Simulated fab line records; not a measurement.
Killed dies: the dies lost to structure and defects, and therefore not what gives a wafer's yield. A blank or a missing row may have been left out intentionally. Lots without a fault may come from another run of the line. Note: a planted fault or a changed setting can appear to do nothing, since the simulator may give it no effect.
Chamber matching / flow n5-finfet / 4 sister chambers for N5_DUMMY_GATE_STRIP_40 on rie-diel-06
The step strips in CF4. 14 wafers are shown with their chamber, then 7 later ones without.

WAFERS PAIRED WITH THEIR CHAMBERS
wafer=L079.2; chamber=0; showerhead-plenum-p-Torr (Torr)=1.78; drypump-motor-current-A (A)=6.0; throttle-valve-pct (%)=13.65
wafer=L079.5; chamber=3; showerhead-plenum-p-Torr (Torr)=1.70; drypump-motor-current-A (A)=6.6; throttle-valve-pct (%)=13.76
wafer=L079.6; chamber=0; showerhead-plenum-p-Torr (Torr)=1.78; drypump-motor-current-A (A)=6.0; throttle-valve-pct (%)=13.66
wafer=L083.1; chamber=3; showerhead-plenum-p-Torr (Torr)=1.70; drypump-motor-current-A (A)=6.6; throttle-valve-pct (%)=13.78
wafer=L083.4; chamber=3; showerhead-plenum-p-Torr (Torr)=1.70; drypump-motor-current-A (A)=6.6; throttle-valve-pct (%)=13.77
wafer=L083.6; chamber=1; showerhead-plenum-p-Torr (Torr)=1.66; drypump-motor-current-A (A)=6.0; throttle-valve-pct (%)=13.32
wafer=L088.1; chamber=1; showerhead-plenum-p-Torr (Torr)=1.66; drypump-motor-current-A (A)=6.0; throttle-valve-pct (%)=13.35
wafer=L088.3; chamber=0; showerhead-plenum-p-Torr (Torr)=1.78; drypump-motor-current-A (A)=6.0; throttle-valve-pct (%)=13.69
wafer=L088.4; chamber=3; showerhead-plenum-p-Torr (Torr)=1.70; drypump-motor-current-A (A)=6.7; throttle-valve-pct (%)=13.81
wafer=L089.1; chamber=2; showerhead-plenum-p-Torr (Torr)=1.88; drypump-motor-current-A (A)=5.6; throttle-valve-pct (%)=13.73
wafer=L089.3; chamber=0; showerhead-plenum-p-Torr (Torr)=1.78; drypump-motor-current-A (A)=6.0; throttle-valve-pct (%)=13.70
wafer=L089.6; chamber=2; showerhead-plenum-p-Torr (Torr)=1.88; drypump-motor-current-A (A)=5.6; throttle-valve-pct (%)=13.71
wafer=L090.1; chamber=1; showerhead-plenum-p-Torr (Torr)=1.65; drypump-motor-current-A (A)=6.0; throttle-valve-pct (%)=13.37
wafer=L090.2; chamber=3; showerhead-plenum-p-Torr (Torr)=1.70; drypump-motor-current-A (A)=6.6; throttle-valve-pct (%)=13.81

SIGNATURES, as means of the wafers listed above
reading=showerhead-plenum-p-Torr; chamber 0=1.7800; chamber 1=1.6567; chamber 2=1.8800; chamber 3=1.7000; scatter within a chamber=0.00258
reading=drypump-motor-current-A; chamber 0=6.000; chamber 1=6.000; chamber 2=5.600; chamber 3=6.620; scatter within a chamber=0.0283
reading=throttle-valve-pct; chamber 0=13.6750; chamber 1=13.3467; chamber 2=13.7200; chamber 3=13.7860; scatter within a chamber=0.023
Rule: a wafer lies at a distance from a chamber equal to the root of the sum of squares, over the readings, of (its reading less the chamber's mean, divided by the reading's scatter). If the next closest chamber is less than 2 further off than the closest, the wafer can't be placed; otherwise it belongs to the closest. How the scatter is found: for the shown wafers, subtract from each reading the mean of its chamber, square and add these, divide the total by (wafers less chambers), then take the root.

WAFERS WITH NO CHAMBER GIVEN
wafer=L090.4; showerhead-plenum-p-Torr (Torr)=1.77; drypump-motor-current-A (A)=6.0; throttle-valve-pct (%)=13.72
wafer=L095.1; showerhead-plenum-p-Torr (Torr)=1.69; drypump-motor-current-A (A)=6.7; throttle-valve-pct (%)=13.80
wafer=L095.2; showerhead-plenum-p-Torr (Torr)=1.88; drypump-motor-current-A (A)=5.6; throttle-valve-pct (%)=13.74
wafer=L095.3; showerhead-plenum-p-Torr (Torr)=1.65; drypump-motor-current-A (A)=6.0; throttle-valve-pct (%)=13.36
wafer=L097.1; showerhead-plenum-p-Torr (Torr)=1.77; drypump-motor-current-A (A)=6.0; throttle-valve-pct (%)=13.75
wafer=L097.3; showerhead-plenum-p-Torr (Torr)=1.69; drypump-motor-current-A (A)=6.7; throttle-valve-pct (%)=13.83
wafer=L097.5; showerhead-plenum-p-Torr (Torr)=1.69; drypump-motor-current-A (A)=6.7; throttle-valve-pct (%)=13.84

THE CHAMBER EACH PASSED THROUGH
wafer=L090.4; from the rows above=0; in truth=0
wafer=L095.1; from the rows above=3; in truth=3
wafer=L095.2; from the rows above=2; in truth=2
wafer=L095.3; from the rows above=1; in truth=1
wafer=L097.1; from the rows above=0; in truth=0
wafer=L097.3; from the rows above=3; in truth=3
wafer=L097.5; from the rows above=3; in truth=3
Correctly placed: 7 of 7. Number that these rows cannot place: 0. Wrongly placed: 0.
